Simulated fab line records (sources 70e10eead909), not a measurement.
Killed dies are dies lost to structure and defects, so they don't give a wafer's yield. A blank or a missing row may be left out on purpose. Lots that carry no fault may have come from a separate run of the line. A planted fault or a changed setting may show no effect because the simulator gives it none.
What tool caused it? ; flow nand-harc ; 11 lots, 33 wafers sampled, at 5 steps of a route of 1302

## WHAT THE GAUGES SHOWED, per wafer
NHARC_END_SORT_01.
lot;measured;on;killed-at-array
L928;day 31 16:59;prober-02;60 58 55
L929;day 31 08:21;prober-01;77 72 71
L930;day 32 18:33;prober-01;56 73 73

## TOOL THAT RAN EACH LOT (tool first, then ch and the chambers of the sampled wafers, then the start)
lot;NHARC_P_ZERO_WELL_DESCUM_54;NHARC_P_ZERO_WELL_RTA_42;NHARC_P_GATE_CVD_17;NHARC_P_GATE_DESCUM_31
L914;rie-diel-03 ch 0,1,3, day 2 22:37;rtp-anneal-02 ch 0, day 2 23:37;lpcvd-poly-02 ch 0, day 5 18:01;rie-diel-01 ch 1,2,3, day 5 23:20
L920;rie-diel-08 ch 1,2,3, day 5 09:57;rtp-anneal-02 ch 0, day 5 11:07;lpcvd-poly-02 ch 0, day 8 13:11;rie-diel-09 ch 1,2,3, day 8 17:30
L921;rie-diel-03 ch 0,1,2, day 5 19:40;rtp-anneal-02 ch 0, day 5 20:46;lpcvd-poly-02 ch 0, day 8 17:01;rie-diel-01 ch 1,2,3, day 8 21:09
L922;rie-diel-08 ch 1,2,3, day 6 06:01;rtp-anneal-01 ch 0, day 6 06:58;lpcvd-poly-02 ch 0, day 9 07:21;rie-diel-12 ch 0,1,2, day 9 14:11
L928;rie-diel-02 ch 0,1, day 8 18:05;rtp-anneal-02 ch 0, day 8 19:10;lpcvd-poly-04, day 11 14:44;rie-diel-12 ch 0,2,3, day 11 22:54
L929;rie-diel-03 ch 0,2, day 9 04:23;rtp-anneal-01 ch 0, day 9 05:29;lpcvd-poly-02, day 11 19:50;rie-diel-12 ch 0,1,2, day 12 00:36
L930;rie-diel-02 ch 0,3, day 9 13:59;rtp-anneal-01 ch 0, day 9 15:04;lpcvd-poly-03, day 12 05:08;rie-diel-09 ch 1,2,3, day 12 09:13
L931;rie-diel-02 ch 2,3, day 9 23:53;rtp-anneal-01 ch 0, day 10 00:52;lpcvd-poly-03 ch 0, day 12 16:29;rie-diel-01 ch 1,3, day 12 20:38
L932;rie-diel-02 ch 1,3, day 10 10:27;rtp-anneal-01 ch 0, day 10 11:25;lpcvd-poly-03 ch 0, day 13 05:01;rie-diel-09 ch 0,2, day 13 12:40
L934;rie-diel-03 ch 2,3, day 11 06:03;rtp-anneal-01 ch 0, day 11 07:03;lpcvd-poly-03 ch 0, day 13 22:32;rie-diel-12 ch 1,2,3, day 14 02:38
L935;rie-diel-02 ch 0,1,2, day 11 16:02;rtp-anneal-01 ch 0, day 11 17:00;lpcvd-poly-02 ch 0, day 14 10:28;rie-diel-01 ch 1,3, day 14 14:37
- NHARC_P_ZERO_WELL_DESCUM_54: chemistry O2, time 3 s.
- NHARC_P_ZERO_WELL_RTA_42: time 300 s.
- NHARC_P_GATE_CVD_17: deposits poly-Si, target thk 150 nm, time 900 s.
- NHARC_P_GATE_DESCUM_31: chemistry O2, time 3 s.

## THE ANSWER, worked out from the rows above alone
Rule: usual is defined by the lots themselves. Put in order of their means at a reading, lots are off if they are a third of the lots or fewer, leave a main group of 4 or more, and stand apart from it by a gap of 3 or more times the standard deviation of the main group's means; of several such gaps the widest counts. A main group is skipped when, at the precision printed for the reading in the tables above, its means are all equal. Also off: a lot with no number at a reading for which 4 or more lots have one. Any other lot the step has rows for is counted as sound.
None of the lots is off at any reading shown; this tells nothing.

## WHAT THE SIMULATOR HAD INSERTED
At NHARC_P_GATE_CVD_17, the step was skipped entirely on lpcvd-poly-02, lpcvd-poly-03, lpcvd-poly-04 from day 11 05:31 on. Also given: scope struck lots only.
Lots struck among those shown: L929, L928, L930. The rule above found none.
